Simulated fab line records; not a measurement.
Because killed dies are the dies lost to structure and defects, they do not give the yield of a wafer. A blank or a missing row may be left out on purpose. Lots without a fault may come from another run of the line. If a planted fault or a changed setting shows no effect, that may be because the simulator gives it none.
A struck lot beside a sound one :: flow nand-harc :: 15 out of 1159 route steps
Sound: the wafers L690.1, L690.4, L690.5. Struck: wafer L702.2 (left out: L702.6, a lot-mate that was not struck); the cause follows at the end.
Order at every step that has rows: each side's tool, ch and its chambers, its first start. Under that, the readings that differ: sound wafers :: struck wafers :: difference of the means :: sigmas: that difference in standard deviations of wafers without a fault.
alike: readings whose means differ by less than 2 such deviations, and words and numbers that are the same on both sides. not compared: withheld readings, readings that some wafer has no value for, bounds like >300 that may hide the same value, and numbers for which the record gives no deviation and whose values overlap.
The two part at a step that has a row with sigmas, a row that says differs or no value, or rows on one side only. Non-overlapping numbers with no deviation appear without sigmas and do not part them. A reading missing from all wafers of one side parts the sides only when that side holds two or more wafers.

first, 1 step without rows for these wafers: NHARC_A_ONON_D1_DEP_06 (target thk 1000 nm).
NHARC_A_ONON_D1_THK_MEAS_08: measures by ellipsometry.
  sound on film-metro-01 at day 8 18:27; struck on film-metro-02 at day 11 21:32
  alike: thk-nm
then NHARC_A_ONON_D1_DEP_09 (target thk 1000 nm), 1 step lacking rows for these wafers.
NHARC_A_ONON_D1_THK_MEAS_11: measures by ellipsometry.
  sound on film-metro-02 at day 8 19:01; struck on film-metro-02 at day 11 22:07
  alike: thk-nm
then NHARC_A_ONON_D1_DEP_12 (target thk 1000 nm), 1 step lacking rows for these wafers.
NHARC_A_ONON_D1_THK_MEAS_14: measures by ellipsometry.
  sound on film-metro-01 at day 8 19:34; struck on film-metro-02 at day 11 22:41
reading: thk-nm (nm)
sound: 981 982 981
struck: 997
difference: +16
sigmas: +2
then, 2 steps without rows for these wafers: NHARC_A_ONON_D1_ANNEAL_15 (time 3600 s); NHARC_A_ONON_D1_DEP_16 (target thk 1000 nm).
NHARC_A_ONON_D1_THK_MEAS_18: measures by ellipsometry.
  sound on film-metro-01 at day 9 05:59; struck on film-metro-01 at day 12 05:53
reading: thk-nm (nm)
sound: 1007 1009 1009
struck: 982
difference: -26
sigmas: -3
then NHARC_A_ONON_D1_DEP_19 (target thk 1000 nm), 1 step lacking rows for these wafers.
NHARC_A_ONON_D1_THK_MEAS_21: measures by ellipsometry.
  sound on film-metro-01 at day 9 06:32; struck on film-metro-02 at day 12 06:28
  alike: thk-nm
NHARC_A_ONON_D1_DEP_22: target thk 1000 nm.
  sound on pecvd-onon-03 ch 0, day 9 06:36; struck on pecvd-onon-03 ch 0, day 12 06:34
  alike: n2-flow-sccm, sih4-flow-sccm
NHARC_A_ONON_D1_THK_MEAS_24: measures by ellipsometry.
  sound on film-metro-01 at day 9 07:08; struck on film-metro-02 at day 12 07:01
reading: thk-nm (nm)
sound: 1007 1006 1006
struck: 1758
difference: +752
sigmas: +80
then NHARC_A_ONON_D1_DEP_25 (target thk 1000 nm), 1 step lacking rows for these wafers.
-- jump in the record: it breaks off in module A_ONON_D1 and resumes in module END (first step shown: number 1159 of the route), and 11 days separate the struck wafers' starts before and after --
NHARC_END_SORT_01:
  only the struck wafers appear in the record here, on prober-01 ch 0 at day 23 15:34; the sound ones have no rows

## WHERE THEY PART
At NHARC_A_ONON_D1_THK_MEAS_14 first; at NHARC_END_SORT_01 last (within this record only).

WHY: the cause the simulator had injected
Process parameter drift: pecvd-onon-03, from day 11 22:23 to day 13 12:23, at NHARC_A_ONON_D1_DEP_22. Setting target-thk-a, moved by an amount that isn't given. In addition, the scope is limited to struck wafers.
